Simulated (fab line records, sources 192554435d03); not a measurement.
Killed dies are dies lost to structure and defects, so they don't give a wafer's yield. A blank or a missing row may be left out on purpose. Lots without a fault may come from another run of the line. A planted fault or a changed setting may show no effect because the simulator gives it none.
Which tool did it? | flow n5_finfet | 8 lots, 23 wafers sampled, at 7 steps of a route of 1938

WHAT THE GAUGES READ, wafer by wafer
N5_WELL_APT_INSPECT_38: inspects for defects (darkfield).
lot  | measured    | on                | raw_defect_count
L781 | day 2 23:35 | defect_inspect-01 | 10 7 4
L784 | day 3 16:49 | defect_inspect-02 | 14 10 14
L785 | day 3 22:52 | defect_inspect-01 | 20 18
L791 | day 5 11:13 | defect_inspect-01 | 10 8 6
L793 | day 5 22:49 | defect_inspect-02 | 17 17 16
L796 | day 6 17:02 | defect_inspect-01 | 9 3 9
L797 | day 6 23:12 | defect_inspect-01 | 14 15 10
L799 | day 7 11:31 | defect_inspect-02 | 20 10 10

N5_FIN_SAQP_THK_MEAS_05.
lot  | measured    | on            | thk_nm (nm)
L781 | day 3 03:53 | film_metro-02 | 37.8 37.2 38.6
L784 | day 3 21:18 | film_metro-02 | 36.4 37.1 67.1
L785 | day 4 03:00 | film_metro-01 | 67.5 37.4
L791 | day 5 15:37 | film_metro-01 | 38.1 38.5 38.7
L793 | day 6 02:44 | film_metro-01 | 37.8 37.8 38.4
L796 | day 6 22:13 | film_metro-02 | 37.0 38.3 38.6
L797 | day 7 02:58 | film_metro-02 | 37.5 38.8 38.0
L799 | day 7 16:32 | film_metro-01 | 37.0 38.9 38.1

N5_FIN_SAQP_OVL_MEAS_17.
lot  | measured    | on         | FIN_CORE_OVL (nm)
L781 | day 3 04:30 | overlay-01 | -1.3 -0.2 -1.4
L784 | day 3 22:02 | overlay-02 | 0.6 -1.0 -1.4
L785 | day 4 03:37 | overlay-01 | -0.2 0.4
L791 | day 5 16:14 | overlay-01 | 0.6 -0.1 -0.9
L793 | day 6 03:28 | overlay-02 | 0.8 0.9 2.3
L796 | day 6 22:57 | overlay-01 | -0.5 -0.4 0.1
L797 | day 7 03:42 | overlay-01 | 0.7 1.2 0.8
L799 | day 7 17:08 | overlay-02 | 1.2 1.1 2.2

N5_BEOL_M4_RC_MEAS_101.
lot  | measured     | on        | DIBL_N (mV/V)  | DIBL_P (mV/V)  | IOFF_N (nA/um) | IOFF_P (nA/um) | ION_N (uA/um) | ION_P (uA/um) | SS_N (mV/dec)  | SS_P (mV/dec)  | VT_N (mV)   | VT_P (mV)
L781 | day 9 09:13  | prober-01 | 36.5 34.8 40.1 | 38.2 36.0 43.2 | 0.19 0.14 0.28 | 0.25 0.21 0.37 | 691 653 701   | 469 455 483   | 72.1 71.9 72.7 | 73.1 71.4 74.5 | 246 251 242 | -247 -248 -242
L784 | day 10 05:55 | prober-01 | 38.9 37.5 35.7 | 41.4 38.2 36.4 | 0.20 0.16 0.13 | 0.29 0.23 0.20 | 679 682 667   | 467 470 462   | 71.3 72.1 71.5 | 74.8 74.1 73.6 | 248 249 256 | -246 -250 -251
L785 | day 10 06:52 | prober-02 | 32.5 41.2      | 30.6 42.4      | 0.10 0.27      | 0.16 0.37      | 652 700       | 455 473       | 70.8 73.1      | 71.9 74.4      | 257 244     | -251 -243
L791 | day 12 11:37 | prober-01 | 36.8 39.9 36.6 | 37.9 41.1 36.6 | 0.16 0.19 0.16 | 0.22 0.27 0.19 | 677 679 673   | 459 466 457   | 71.4 72.4 71.0 | 72.9 74.2 73.1 | 249 248 248 | -250 -249 -252
L793 | day 12 22:21 | prober-02 | 33.5 36.2 37.3 | 30.7 35.0 35.0 | 0.10 0.14 0.16 | 0.13 0.18 0.18 | 640 664 666   | 440 452 448   | 71.0 71.2 72.1 | 72.3 73.1 73.3 | 257 250 250 | -258 -254 -253
L796 | day 13 14:05 | prober-01 | 38.3 36.8 37.2 | 39.4 38.0 38.0 | 0.20 0.17 0.18 | 0.24 0.21 0.22 | 673 671 666   | 456 455 455   | 71.8 72.3 71.8 | 73.6 72.9 73.7 | 247 250 248 | -251 -252 -250
L797 | day 13 20:28 | prober-01 | 37.8 38.4 40.4 | 36.6 36.6 38.7 | 0.16 0.16 0.22 | 0.20 0.21 0.24 | 677 656 668   | 459 444 451   | 71.3 71.8 72.2 | 73.3 72.9 73.2 | 250 253 247 | -256 -252 -253
L799 | day 14 06:08 | prober-01 | 37.3 37.0 33.1 | 38.5 38.7 34.3 | 0.16 0.17 0.10 | 0.18 0.18 0.13 | 675 675 656   | 450 449 445   | 72.0 71.9 70.3 | 74.2 73.9 72.1 | 252 251 256 | -257 -256 -258

WHICH TOOL RAN EACH LOT (tool, then ch and the chambers of the sampled wafers, then the start)
lot  | N5_PMOS_HMC_CHANNEL_EPI_CMP_21 | N5_FIN_SAQP_HM_DEP_03          | N5_FIN_SAQP_HM_OPEN_33
L781 | cmp-01 ch 0,1,2, day 3 02:25   | pecvd-01 ch 0,1, day 3 03:48   | rie_diel-05 ch 1,2,3, day 3 10:40
L784 | cmp-01 ch 1,3, day 3 19:42     | pecvd-01 ch 1,2, day 3 21:13   | rie_diel-01 ch 1,2,3, day 4 01:51
L785 | cmp-01 ch 0,3, day 4 01:33     | pecvd-01 ch 0,1, day 4 02:56   | rie_diel-05 ch 0,1, day 4 07:49
L791 | cmp-04 ch 0,1, day 5 14:01     | pecvd-02 ch 0,2, day 5 15:31   | rie_diel-03 ch 0,1,3, day 5 20:20
L793 | cmp-04 ch 1,3, day 6 01:19     | pecvd-02 ch 0,1,2, day 6 02:38 | rie_diel-05 ch 1,3, day 6 07:16
L796 | cmp-03 ch 0,2, day 6 20:22     | pecvd-03 ch 0,1,2, day 6 22:08 | rie_diel-01 ch 0,1, day 7 03:19
L797 | cmp-01 ch 0,2,3, day 7 01:38   | pecvd-03 ch 1,2, day 7 02:53   | rie_diel-05 ch 0,3, day 7 09:09
L799 | cmp-01 ch 1,2, day 7 14:31     | pecvd-03 ch 0,2, day 7 16:26   | rie_diel-05 ch 1,2, day 7 21:16
- N5_PMOS_HMC_CHANNEL_EPI_CMP_21: polishes SiGe30, target thk 54 nm.
- N5_FIN_SAQP_HM_DEP_03: deposits SiNx from SiH4/NH3/N2, target thk 38 nm, time 33.6 s.
- N5_FIN_SAQP_HM_OPEN_33: chemistry CH3F/O2, target SiNx, target depth 49.4 nm, time 70.6 s.

WHAT THE TOOLS THEMSELVES READ (means of the sampled wafers that have a number; where no wafer has one, the mark that the record gives instead)
N5_PMOS_HMC_CHANNEL_EPI_CMP_21.
lot  | tool   | motor_current_A (A) | pad_life_wafers | slurry_flow_ml_min
L781 | cmp-01 | 11.8                | 326             | 149.6
L784 | cmp-01 | 12.7                | 487             | 150.2
L785 | cmp-01 | 12.0                | -               | 150.1
L791 | cmp-04 | 10.8                | 553             | 149.7
L793 | cmp-04 | 11.6                | 637             | 150.1
L796 | cmp-03 | 11.1                | 1627            | 149.4
L797 | cmp-01 | 12.0                | 1088            | 150.1
L799 | cmp-01 | 12.4                | 1190            | 150.0

N5_FIN_SAQP_HM_DEP_03.
lot  | tool     | heater_power_w (W) | showerhead_plenum_p_Torr (Torr) | showerhead_vpp_V (V) | throttle_valve_pct (%)
L781 | pecvd-01 | 734                | 5.06                            | 1085                 | 42.5
L784 | pecvd-01 | 686                | 5.12                            | 1131                 | 41.9
L785 | pecvd-01 | 724                | 5.08                            | 1110                 | 42.7
L791 | pecvd-02 | 903                | 5.16                            | 1068                 | 39.0
L793 | pecvd-02 | 847                | 5.17                            | 1062                 | 40.2
L796 | pecvd-03 | 741                | 5.12                            | 1034                 | 40.1
L797 | pecvd-03 | 778                | 5.13                            | 1030                 | 40.6
L799 | pecvd-03 | 680                | 5.08                            | 1021                 | 40.0

N5_FIN_SAQP_HM_OPEN_33.
lot  | tool        | CH3F_flow_sccm (sccm) | bias_w (W) | drypump_motor_current_A (A) | etch_rf_on_time_s (s) | mfc_ar_sccm (sccm) | oes_product_au (a.u.) | rf_vpp_V (V) | showerhead_plenum_p_Torr (Torr) | throttle_valve_pct (%)
L781 | rie_diel-05 | 30.05                 | 73.17      | 5.5                         | 69.0                  | 150.3              | 0.64                  | 292          | 2.00                            | 16.40
L784 | rie_diel-01 | 29.88                 | 72.92      | 5.7                         | 86.0                  | 150.0              | 0.61                  | 299          | 1.98                            | 16.32
L785 | rie_diel-05 | 30.06                 | 72.85      | 5.3                         | 99.0                  | 150.1              | 0.63                  | 288          | 1.99                            | 16.26
L791 | rie_diel-03 | 29.94                 | 73.19      | 5.7                         | 69.0                  | 150.2              | 0.70                  | 294          | 1.94                            | 16.31
L793 | rie_diel-05 | 29.99                 | 73.03      | 5.2                         | 71.4                  | 149.5              | 0.62                  | 293          | 2.01                            | 16.39
L796 | rie_diel-01 | 30.03                 | 73.03      | 6.0                         | 70.1                  | 149.8              | 0.60                  | 305          | 2.06                            | 16.40
L797 | rie_diel-05 | 30.01                 | 72.91      | 4.9                         | 70.7                  | 150.3              | 0.61                  | 293          | 2.04                            | 16.27
L799 | rie_diel-05 | 30.08                 | 72.71      | 5.7                         | 71.3                  | 150.3              | 0.61                  | 289          | 1.96                            | 16.50

THE ANSWER, worked out from the rows above alone
Rule: what is usual is taken from the lots themselves. Put in order of their means at a reading, lots are off if they are a third of the lots or fewer, leave a main group of 4 or more, and stand apart from it by a gap of 3 or more times the standard deviation of the main group's means; of several such gaps the widest counts. A main group whose means are all the same, to the digits that the tables above print for the reading, isn't used. A lot without any number at a reading at which 4 lots or more have one is off too. The other lots that the step has rows for count as sound. The gauges are gone through in route order, then the tools' own readings, and for those a lot's mean is taken as printed above. The first step at which some lot is off is used, and at that step the reading that is off furthest; a lot without a number counts as furthest.
Off: L784, L785, at N5_FIN_SAQP_THK_MEAS_05 (thk_nm). The main group: mean 38.1 nm, standard deviation 0.18.
A tool fits if, at a process step before that reading, it ran every lot that is off, and no sound lot after the first of them. The gauges at N5_FIN_SAQP_THK_MEAS_05 aren't tried: what is off there is off at N5_FIN_SAQP_HM_OPEN_33 too, on other tools, and a gauge's error can't cause that. One fits: pecvd-01 at N5_FIN_SAQP_HM_DEP_03. Its last sound lot is L781 (day 3 03:48), its first lot that is off L784 (day 3 21:13): a fault that began between those two fits.

WHAT THE SIMULATOR HAD PUT IN
Process parameter drift: pecvd-01, from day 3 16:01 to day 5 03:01, at N5_FIN_SAQP_HM_DEP_03. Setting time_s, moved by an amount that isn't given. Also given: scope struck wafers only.
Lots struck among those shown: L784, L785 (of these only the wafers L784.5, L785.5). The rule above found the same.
